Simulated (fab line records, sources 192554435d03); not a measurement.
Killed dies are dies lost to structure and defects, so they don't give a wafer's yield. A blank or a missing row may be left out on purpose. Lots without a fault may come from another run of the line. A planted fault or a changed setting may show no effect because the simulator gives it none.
fab line records | flow n5_finfet
record lots=6 wafers=18 last_day=17
route steps=1938 shown BEOL_M14@1718
lots that met no fault: from a run of the same line without faults
start_h: hours from the record's first day to the start of the lot's first wafer shown | wait_h: hours since the lot's step before | " the same as in the row above | L1.1+2: a row that stands for several wafers | - no value, or no start given | * or withheld: withheld | < > ~ a bound
route shown NAME@n: a module of which the file shows steps, and the number in the route of the first | usual: mean/standard deviation of fault-free wafers | same: alike in all rows | chamber/n: place in a boat | sites: the reading at each site | _std_site: their standard deviation | _edge_site: outer sites' mean less inner sites' | radius_mm: how far each site lies from the wafer's centre | mask NAME#n: copy n | behind: the tool/chamber that last shaped the wafer | hold: why the lot was held/for how many hours/how that ended | device: the transistor (n, p or np) that didn't switch | end of line: the same wafers' tests at the end of the route | a step without rows: its recipe alone | killed: dies lost to structure and defects at the first sort, not the wafer's yield | map: a wafer's dies, x killed, . not, _ none there
set.NAME: the setting as run; set.NAME@STEP: as run at that earlier step | model.NAME: the simulator's own value behind a step, which no gauge read
lots at some steps of the route; a table a step, a row a wafer
services: from which hour (start_h, from the record's first day; less than 0 if before it) a tool's chamber was out of use, for how many hours, and why
## steps
# step N5_BEOL_M14_COAT_58
# recipe resist=BARC temp_c=205 time_s=60 spin_rpm=1500 resist_thk_nm=89
# step N5_BEOL_M14_COAT_04
# recipe spin_rpm=1704 resist_thk_nm=800
# step N5_BEOL_M14_EBR_06
# recipe solvent=PGMEA ebr_width_mm=1.5
# step N5_BEOL_M14_SOFTBAKE_05
# recipe temp_c=130 time_s=60
# step N5_BEOL_M14_EXPOSE_07
# recipe mask_id=V13 na=0.8 source_shape=annular sigma_inner=0.5 sigma_outer=0.8 polarization=unpolarized attpsm_phase_deg=180 dose_mj=57
# step N5_BEOL_M14_PEB_08
# recipe peb_temp_c=130 peb_time_s=90
# step N5_BEOL_M14_DEVELOP_09
# recipe develop_time_s=45 rinse_liquid=diw dry=air_spin dev_temp_c=21
# step N5_BEOL_M14_HARDBAKE_14
# recipe temp_c=130 time_s=120
# step N5_BEOL_M14_CD_MEAS_10
# recipe target_cd_nm=250 landing_energy_ev=500 detector=se_inlens polarity=opening
# usual cd_nm=248.8/2.8
# columns lot.wafer tool chamber start_h wait_h cd_nm
L780.1 cd_sem-02 0 271.24 - 249.9
L780.3 " 0 " " 250.4
L780.4 " 0 " " 248.6
L781.2 cd_sem-03 0 282.96 - 245.6
L781.5 " 0 " " 249.1
L781.6 " 0 " " 250.0
L784.2 cd_sem-03 0 320.07 - 245.2
L784.5 " 0 " " 246.0
L784.6 " 0 " " 247.9
L788.1 cd_sem-01 0 339.55 - 244.8
L788.2 " 0 " " 246.7
L788.5 " 0 " " 250.1
L792.2 cd_sem-03 0 347.34 - 247.2
L792.5 " 0 " " 252.2
L792.6 " 0 " " 248.6
L795.1 cd_sem-02 0 375.52 - 250.9
L795.2 " 0 " " 249.1
L795.3 " 0 " " 249.2
# step N5_BEOL_M14_OVL_MEAS_11
# recipe points_per_wafer=44
# usual V13_OVL=4/4.7
# columns lot.wafer tool chamber start_h wait_h V13_OVL[nm]
L780.1 overlay-02 0 271.27 0.0 6
L780.3 " 0 " " 6
L780.4 " 0 " " 5
L781.2 overlay-02 0 282.99 0.0 5
L781.5 " 0 " " 9
L781.6 " 0 " " 1
L784.2 overlay-01 0 320.10 0.0 7
L784.5 " 0 " " 0
L784.6 " 0 " " 3
L788.1 overlay-02 0 339.58 0.0 -3
L788.2 " 0 " " 5
L788.5 " 0 " " 7
L792.2 overlay-01 0 347.37 0.0 -3
L792.5 " 0 " " -4
L792.6 " 0 " " 0
L795.1 overlay-01 0 375.55 0.0 3
L795.2 " 0 " " 4
L795.3 " 0 " " 8
# step N5_BEOL_M14_INSPECT_12
# recipe mode=adi inspect_instrument=macro
# usual raw_defect_count=2.0/1.5
# columns lot.wafer tool chamber start_h wait_h raw_defect_count
L780.1 defect_inspect-01 - 271.30 0.0 5
L780.3 " - " " 1
L780.4 " - " " 3
L781.2 defect_inspect-01 - 283.02 0.0 1
L781.5 " - " " 2
L781.6 " - " " 1
L784.2 defect_inspect-02 - 320.13 0.0 0
L784.5 " - " " 1
L784.6 " - " " 2
L788.1 defect_inspect-01 - 339.61 0.0 5
L788.2 " - " " 2
L788.5 " - " " 0
L792.2 defect_inspect-02 - 347.39 0.0 1
L792.5 " - " " 3
L792.6 " - " " 1
L795.1 defect_inspect-01 - 375.58 0.0 2
L795.2 " - " " 1
L795.3 " - " " 3
# step N5_BEOL_M14_DESCUM_15
# recipe chemistry=O2 time_s=7.9 source_power_w=50 bias_power_w=20 pressure_mtorr=20 rf_frequency_hz=2.712e+07 temp_c=40 o2_flow_sccm=225
# usual drypump_motor_current_A=5.6/0.46 oes_product_au=0.83/0.069 rf_vpp_V=243.0/1 showerhead_plenum_p_Torr=2.09/0.054 throttle_valve_pct=20.54/0.21
# columns lot.wafer tool chamber start_h wait_h drypump_motor_current_A oes_product_au rf_hours_counter_h rf_vpp_V showerhead_plenum_p_Torr throttle_valve_pct
L780.1 rie_diel-04 0 271.33 0.0 4.8 0.80 109 242.5 2.13 20.55
L780.3 " 2 " " 5.5 0.87 60 243.2 2.06 20.85
L780.4 " 3 " " 6.3 0.95 8 244.3 2.16 20.30
L781.2 rie_diel-03 0 283.05 0.0 5.8 0.89 30 241.7 2.05 20.23
L781.5 " 0 " " 5.8 0.90 - 242.7 2.05 20.24
L781.6 " 1 " " 6.3 0.79 - 244.1 2.12 20.66
L784.2 rie_diel-04 1 320.31 0.2 5.3 0.80 98 241.5 2.00 20.50
L784.5 " 1 " " 5.3 0.79 - 242.1 2.00 20.47
L784.6 " 2 " " 5.5 0.84 - 243.1 2.06 20.85
L788.1 rie_diel-04 0 339.83 0.2 4.8 0.78 132 243.2 2.12 20.59
L788.2 " 2 " " 5.5 0.83 83 242.3 2.06 20.86
L788.5 " 2 " " 5.5 0.82 - 241.5 2.06 20.87
L792.2 rie_diel-03 0 347.68 0.3 5.8 0.86 56 243.9 2.04 20.28
L792.5 " 2 " " 5.4 0.91 - 242.4 2.13 20.37
L792.6 " 1 " " 6.3 0.77 - 242.8 2.11 20.72
L795.1 rie_diel-05 1 375.61 0.0 5.3 0.81 84 244.5 2.13 20.77
L795.2 " 3 " " 5.8 0.66 246 242.8 2.08 20.99
L795.3 " 2 " " 5.3 0.69 180 242.9 2.12 20.84
# step N5_BEOL_M14_ETCH_59
# recipe chemistry=N2/H2 target=BARC target_depth_a=890 overetch_a=267 time_s=67.9 ion_energy_ev=200 pressure_mtorr=30 source_w=840 bias_w=150 n2_flow_sccm=200 h2_flow_sccm=200
# usual drypump_motor_current_A=5.6/0.46 oes_product_au=0.71/0.055 rf_vpp_V=523.5/1.7 showerhead_plenum_p_Torr=2.54/0.053 throttle_valve_pct=17.93/0.27
# columns lot.wafer tool chamber start_h wait_h drypump_motor_current_A oes_product_au rf_hours_counter_h rf_vpp_V showerhead_plenum_p_Torr throttle_valve_pct model.coat_of_BEOL_M14_COAT_04.thk_nm
L780.1 rie_diel-04 0 271.37 0.0 4.8 0.68 109 525.4 2.52 17.52 716
L780.3 " 2 " " 5.5 0.73 60 522.6 2.49 18.08 712.8
L780.4 " 3 " " 6.3 0.80 8 525.8 2.61 17.75 713.6
L781.2 rie_diel-03 0 283.08 0.0 5.8 0.77 30 522.9 2.49 17.60 719.4
L781.5 " 0 " " 5.8 0.77 - 523.1 2.49 17.59 719.6
L781.6 " 1 " " 6.3 0.67 - 523.9 2.56 17.96 721
L784.2 rie_diel-04 1 320.35 0.0 5.3 0.67 98 521.5 2.49 18.31 682.6
L784.5 " 1 " " 5.3 0.68 - 521.2 2.49 18.29 684.8
L784.6 " 2 " " 5.5 0.71 - 521.5 2.48 18.11 681.4
L788.1 rie_diel-04 0 339.86 0.0 4.8 0.66 132 524.4 2.51 17.55 684
L788.2 " 2 " " 5.5 0.71 83 522.1 2.48 18.12 685.2
L788.5 " 2 " " 5.5 0.71 - 520.3 2.48 18.12 683.6
L792.2 rie_diel-03 0 347.72 0.0 5.8 0.73 56 521.9 2.48 17.64 715.8
L792.5 " 2 " " 5.3 0.76 - 525.8 2.58 17.69 709.8
L792.6 " 1 " " 6.4 0.66 - 524.0 2.55 18.02 714.4
L795.1 rie_diel-05 1 375.65 0.0 5.3 0.70 84 525.1 2.60 18.31 719.4
L795.2 " 3 " " 5.8 0.58 246 522.2 2.49 18.21 724.8
L795.3 " 2 " " 5.3 0.61 180 524.3 2.55 18.21 725.6
# step N5_BEOL_M14_VIA_ETCH_16
# recipe chemistry=C4F8/O2/Ar target=SiO2 he_inner_torr=15 he_outer_torr=30 target_depth_a=12313 time_s=withheld ion_energy_ev=800 pressure_mtorr=20 source_w=1905 bias_w=2040 Ar_flow_sccm=400 C4F8_flow_sccm=16 O2_flow_sccm=12 ends=cleared
# usual O2_flow_sccm=12.00/0.032 drypump_motor_current_A=5.6/0.47 he_inner_torr=15.00/0.03 mfc_ar_sccm=400.0/1.2 oes_f_703_au=0.83/0.074 oes_product_au=0.75/0.064 rf_vpp_V=2229/53 showerhead_plenum_p_Torr=3.42/0.069 throttle_valve_pct=30.94/0.25
# columns lot.wafer tool chamber start_h wait_h O2_flow_sccm drypump_motor_current_A he_inner_torr mfc_ar_sccm oes_f_703_au oes_product_au rf_vpp_V showerhead_plenum_p_Torr throttle_valve_pct model.coat_of_BEOL_M14_COAT_04.thk_nm
L780.1 rie_diel-04 0 271.42 0.0 12.01 4.8 15.02 399.4 0.82 0.72 2255 3.46 30.94 449.4
L780.3 " 2 " " 11.99 5.5 15.04 400.1 0.88 0.77 2200 3.32 30.94 444.6
L780.4 " 3 " " 12.00 6.3 14.98 400.6 0.98 0.87 2272 3.50 30.68 449.6
L781.2 rie_diel-03 0 283.14 0.0 12.05 5.8 14.95 399.2 0.88 0.80 2151 3.38 30.76 458.6
L781.5 " 0 " " 12.01 5.8 14.94 398.6 0.89 0.80 2150 3.38 30.75 457.2
L781.6 " 1 " " 11.97 6.3 15.04 398.7 0.77 0.71 2307 3.44 30.87 446.6
L784.2 rie_diel-04 1 320.40 0.0 12.00 5.3 15.00 398.6 0.78 0.72 2252 3.35 31.30 429.8
L784.5 " 1 " " 12.03 5.3 14.95 399.2 0.78 0.73 2254 3.35 31.29 430.4
L784.6 " 2 " " 12.04 5.5 14.98 399.2 0.86 0.76 2199 3.31 30.96 407.2
L788.1 rie_diel-04 0 339.91 0.0 12.04 4.8 15.01 400.3 0.81 0.71 2255 3.45 30.96 416.4
L788.2 " 2 " " 12.02 5.5 15.01 400.6 0.85 0.74 2198 3.31 30.95 416.4
L788.5 " 2 " " 12.00 5.5 14.98 401.6 0.86 0.74 2198 3.31 30.94 409.4
L792.2 rie_diel-03 0 347.77 0.0 12.00 5.8 14.97 398.8 0.84 0.77 2150 3.37 30.81 447.8
L792.5 " 2 " " 12.03 5.4 15.02 399.6 0.93 0.83 2254 3.46 30.55 446.2
L792.6 " 1 " " 11.95 6.4 15.03 401.6 0.75 0.69 2306 3.43 30.89 439.4
L795.1 rie_diel-05 1 375.70 0.0 11.97 5.3 15.01 402.1 0.82 0.73 2141 3.49 31.45 460.4
L795.2 " 3 " " 12.01 5.9 15.00 401.6 0.67 0.60 2191 3.39 31.23 461.8
L795.3 " 2 " " 12.06 5.3 15.00 400.9 0.72 0.63 2194 3.41 30.93 464.4
# step N5_BEOL_M14_STRIP_63
# recipe chemistry=O2 power_w=600 temp_c=60 pressure_mtorr=30 rf_frequency_hz=6e+07 bias_power_w=0 overash_fraction=0.3 o2_flow_sccm=225
# usual drypump_motor_current_A=5.6/0.47 oes_product_au=0.83/0.069 rf_vpp_V=3.7/0.98 showerhead_plenum_p_Torr=2.10/0.054 throttle_valve_pct=16.73/0.19
# columns lot.wafer tool chamber start_h wait_h drypump_motor_current_A oes_product_au rf_hours_counter_h rf_vpp_V showerhead_plenum_p_Torr throttle_valve_pct
L780.1 rie_diel-04 0 - - 4.8 0.81 110 2.4 2.13 16.74
L780.3 " 2 " " 5.5 0.86 60 3.3 2.07 16.97
L780.4 " 3 " " 6.3 0.96 8 3.5 2.16 16.46
L781.2 rie_diel-03 0 - - 5.8 0.90 30 2.9 2.05 16.46
L781.5 " 0 " " 5.8 0.90 - 2.4 2.05 16.45
L781.6 " 1 " " 6.3 0.78 - 2.8 2.13 16.85
L784.2 rie_diel-04 1 - - 5.2 0.79 98 3.1 2.00 16.73
L784.5 " 1 " " 5.3 0.80 - 3.2 2.00 16.75
L784.6 " 2 " " 5.5 0.82 - 4.3 2.06 16.95
L788.1 rie_diel-04 0 - - 4.8 0.79 132 3.6 2.13 16.75
L788.2 " 2 " " 5.5 0.83 83 4.3 2.06 16.97
L788.5 " 2 " " 5.5 0.82 - 5.2 2.06 16.99
L792.2 rie_diel-03 0 - - 5.8 0.86 56 3.5 2.04 16.52
L792.5 " 2 " " 5.4 0.90 - 3.4 2.13 16.61
L792.6 " 1 " " 6.4 0.76 - 4.4 2.12 16.90
L795.1 rie_diel-05 1 - - 5.3 0.82 84 3.3 2.13 16.89
L795.2 " 3 " " 5.8 0.67 246 3.4 2.08 17.24
L795.3 " 2 " " 5.3 0.70 181 3.7 2.12 16.96
## services
# columns tool chamber start_h hours kind
rie_diel-05 3 257.16 2.8 repair
rie_diel-04 2 277.62 3.7 repair
rie_diel-05 - 312.87 0.5 repair
rie_diel-05 - 314.04 0.3 repair
rie_diel-03 3 328.53 19.9 repair
rie_diel-05 1 338.88 7.3 repair
rie_diel-05 2 346.91 6.7 repair
rie_diel-05 0 355.48 - clean
rie_diel-05 0 355.48 - consumable_replace:focus_ring
rie_diel-05 0 355.48 - consumable_replace:showerhead
rie_diel-05 0 355.48 24.1 scheduled_down
rie_diel-05 0 355.48 24.1 vent_cycle
## key
first_sign none at tools or gauges
model_effect step=N5_BEOL_M14_ETCH_59 value=coat_of_BEOL_M14_COAT_04.thk_nm without=719.3 struck=683.6
model_effect step=N5_BEOL_M14_VIA_ETCH_16 value=coat_of_BEOL_M14_COAT_04.thk_nm without=454 struck=418.3
met_at N5_BEOL_M14_ETCH_59
struck_wafers L784.2,L784.5,L784.6,L788.1,L788.2,L788.5
baseline_loss step=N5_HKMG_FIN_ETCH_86 wafers=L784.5
onset_between 271.37 320.35
also_fits N5_BEOL_M14_DESCUM_15:rie_diel-04
fault kind=process_parameter_drift tool=rie_diel-04 chamber=- onset_h=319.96 steps=N5_BEOL_M14_ETCH_59 channel=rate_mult offset=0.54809 shape=step end_h=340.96
# baseline_loss: these wafers lose ten dies or more at that step, a loss of the line's own and not of a fault; the sort's usual values leave them out
